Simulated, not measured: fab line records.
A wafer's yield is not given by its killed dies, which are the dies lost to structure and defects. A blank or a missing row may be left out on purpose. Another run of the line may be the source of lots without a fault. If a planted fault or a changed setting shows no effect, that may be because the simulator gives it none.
Chamber matching + flow nand_harc + ald_hk-04 running NHARC_A_STAIRCASE_ALD_420: 4 sister chambers
The step deposits SiO2, target thk 20 nm, pulse time 6 s, ald cycles 200. 4 wafers are shown with their chamber, then 7 later ones without.

== WAFERS WITH THEIR CHAMBER ==
| wafer  | chamber | heater_power_w (W) |
|--------|---------|--------------------|
| L084.2 | 2       | 447                |
| L086.1 | 1       | 481                |
| L088.2 | 0       | 430                |
| L088.3 | 3       | 436                |

== WAFERS WITHOUT THEIR CHAMBER ==
| wafer  | heater_power_w (W) |
|--------|--------------------|
| L088.6 | 440                |
| L091.1 | 465                |
| L091.3 | 458                |
| L091.4 | 437                |
| L094.4 | 463                |
| L094.5 | 454                |
| L094.6 | 426                |

== THE CHAMBER EACH PASSED THROUGH ==
| wafer  | from the rows above               | in truth |
|--------|-----------------------------------|----------|
| L088.6 | can't be placed: 3 or 2 or 0      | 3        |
| L091.1 | can't be placed: 1 or 2 or 3 or 0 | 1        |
| L091.3 | can't be placed: 2 or 3 or 1 or 0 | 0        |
| L091.4 | can't be placed: 3 or 0 or 2      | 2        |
| L094.4 | can't be placed: 2 or 1 or 3 or 0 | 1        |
| L094.5 | can't be placed: 2 or 3 or 0 or 1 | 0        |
| L094.6 | can't be placed: 0 or 3 or 2      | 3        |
Correct placement for 0 of the 7. From these rows, 7 cannot be placed; in 7 the true chamber is one of the candidates. Number placed wrongly: 0.
How it was worked out, from the rows above alone: a wafer's distance from a chamber is the root of the sum, over the readings, of the square of ((its reading less the chamber's mean) divided by the reading's scatter). If the next closest chamber is less than 2 further off than the closest, the wafer can't be placed; otherwise it belongs to the closest. For every chamber, the mean is computed from those of its wafers that are shown. The scatter: root of mean squared gap, hidden wafer to nearest shown wafer, with one shown wafer a chamber.
